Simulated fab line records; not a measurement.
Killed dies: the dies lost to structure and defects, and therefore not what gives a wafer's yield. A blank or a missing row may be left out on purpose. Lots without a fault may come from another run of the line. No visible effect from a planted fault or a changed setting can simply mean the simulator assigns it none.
A lot that was struck, set against a sound lot | flow nand_harc | 30 out of 1302 route steps
Sound: the wafers L791.2, L791.5, L791.6. Struck: wafers L798.2, L798.5 (left out: L798.1, a lot-mate that was not struck); the cause follows at the end.
For every step that has rows: the tool of each side, followed by ch and its chambers, followed by its first start. Under that, the readings that differ: sound wafers | struck wafers | difference of the means | sigmas: that difference in standard deviations of wafers without a fault.
alike: a reading whose means differ by less than 2 such deviations, as well as words and numbers matching on both sides. not compared: withheld readings; readings where some wafer has no value; bounds like >300 that might hide an equal value; numbers whose values overlap and for which the record gives no deviation.
The two part at a step that has a row with sigmas, a row that says differs or no value, or rows on one side only. Numbers that have no deviation but don't overlap get no sigmas and don't part them. A reading missing from all wafers of one side parts the sides only when that side holds two or more wafers.

NHARC_A_BLC_ETCH_16: etches the open film in CF4, target depth 39 nm, time 65 s.
  sound on rie_diel-13 ch 0,1,2, day 25 14:57; struck on rie_diel-07 ch 0,1, day 28 17:20
  alike: drypump_motor_current_A, oes_product_au, rf_vpp_V, showerhead_plenum_p_Torr, throttle_valve_pct
  not compared: rf_hours_counter_h
then, 2 steps without rows for these wafers: NHARC_A_BLC_ETCH_17 (etches the open film in N2/H2, target depth 390 nm, time 609.38 s); NHARC_A_BLC_ETCH_18 (etches the open film in C4F8/O2/Ar, target depth 910 nm).
NHARC_A_BLC_CD_MEAS_19:
  sound: cd_sem-02 at day 25 16:00; struck: cd_sem-01 at day 28 18:22
  alike: cd_nm
NHARC_A_BLC_STRIP_29: strips in CF4.
  sound on rie_diel-07 ch 0,1,3, day 25 16:05; struck on rie_diel-13 ch 2, day 28 18:27
  reading                         | sound          | struck    | difference | sigmas
  showerhead_plenum_p_Torr (Torr) | 1.68 1.65 1.68 | 1.81 1.81 | +0.14      | +2
  alike: drypump_motor_current_A, oes_product_au, rf_vpp_V, throttle_valve_pct
  not compared: rf_hours_counter_h
then, 4 steps without rows for these wafers: NHARC_A_BLC_STRIP_21 (strips in O2); NHARC_A_BLC_STRIP_22 (strips in post etch residue remover, time 600 s); NHARC_A_BLC_DEGAS_30 (time 60 s); NHARC_A_BLC_PRE_CLEAN_31 (time 15 s).
NHARC_A_BLC_PVD_32: deposits Ti, target thk 5 nm, time 17.7 s.
  sound on pvd_sputter-03; struck on pvd_sputter-02
  alike: throttle_valve_pct
then, 1 step without rows for these wafers: NHARC_A_BLC_ALD_23 (deposits TiN, target thk 3 nm, pulse time 1 s, ald cycles 150).
NHARC_A_BLC_CVD_24: deposits W, target thk 150 nm, time 434 s.
  sound: cvd_w-02 ch 0,1; struck: cvd_w-02 ch 1
  alike: heater_power_w, throttle_valve_pct
NHARC_A_BLC_CMP_25: polishes, t overpolish 30 s, target thk 150 nm.
  sound on cmp-03 ch 0,3, day 25 17:35; struck on cmp-02 ch 1, day 28 19:57
  alike: motor_current_A, overpolish_run_s, time_to_endpoint_s
following that, these wafers have no rows for 1 step: NHARC_A_BLC_SRD_27.
NHARC_A_BLC_INSPECT_28:
  sound: defect_inspect-02 at day 25 17:58; struck: defect_inspect-01 at day 28 20:22
  reading          | sound       | struck    | difference | sigmas
  raw_defect_count | 573 638 455 | 1631 1851 | +1186      | +12
then, 10 steps without rows for these wafers: NHARC_A_M0_DEP_00 (deposits SiOC, target thk 150 nm); NHARC_A_M0_DEHYDRATE_01 (time 120 s); NHARC_A_M0_HMDS_02 (time 30 s); NHARC_A_M0_COAT_33 (time 65 s); NHARC_A_M0_COAT_03 (resist thk 90 nm); NHARC_A_M0_SOFTBAKE_04 (time 55 s); NHARC_A_M0_EBR_05; NHARC_A_M0_EXPOSE_06 (exposes mask A M0, target cd 80 nm); NHARC_A_M0_PEB_07 (peb time 65 s); NHARC_A_M0_DEVELOP_08 (develop time 35 s).
NHARC_A_M0_CD_MEAS_09 targets a cd of 80 nm.
  sound on cd_sem-02 ch 0, day 25 18:52; struck on cd_sem-01 ch 0, day 28 21:16
  reading    | sound          | struck    | difference | sigmas
  cd_nm (nm) | 79.4 78.3 78.3 | 80.4 80.0 | +1.5       | +3
NHARC_A_M0_OVL_MEAS_10: pitch 160 nm.
  sound: overlay-02 at day 25 18:57; struck: overlay-01 at day 28 21:22
  alike: overlay_x_nm, overlay_y_nm
NHARC_A_M0_INSPECT_11:
  sound: defect_inspect-02 at day 25 18:59; struck: defect_inspect-01 at day 28 21:23
  reading          | sound       | struck    | difference | sigmas
  raw_defect_count | 170 162 182 | 1280 1241 | +1089      | +32
NHARC_A_M0_DESCUM_14: chemistry O2, time 3 s.
  sound on rie_diel-01 ch 1,2, day 25 19:04; struck on rie_diel-09 ch 3, day 28 21:27
  alike: drypump_motor_current_A, oes_product_au, rf_vpp_V, showerhead_plenum_p_Torr, throttle_valve_pct
  not compared: rf_hours_counter_h
NHARC_END_SORT_01:
  sound on prober-01 ch 0, day 27 10:45; struck on prober-01 ch 0, day 30 11:53
  reading         | sound     | struck  | difference | sigmas
  killed_at_array | 78 58 95  | 555 554 | +478       | +28
  killed_dies     | 84 60 102 | 560 556 | +476       | +28
  alike: killed_at_other, killed_at_periphery, killed_open, killed_short

WHERE THEY PART
First at NHARC_A_BLC_STRIP_29; last, within this record, at NHARC_END_SORT_01.

WHY: what the simulator had put in
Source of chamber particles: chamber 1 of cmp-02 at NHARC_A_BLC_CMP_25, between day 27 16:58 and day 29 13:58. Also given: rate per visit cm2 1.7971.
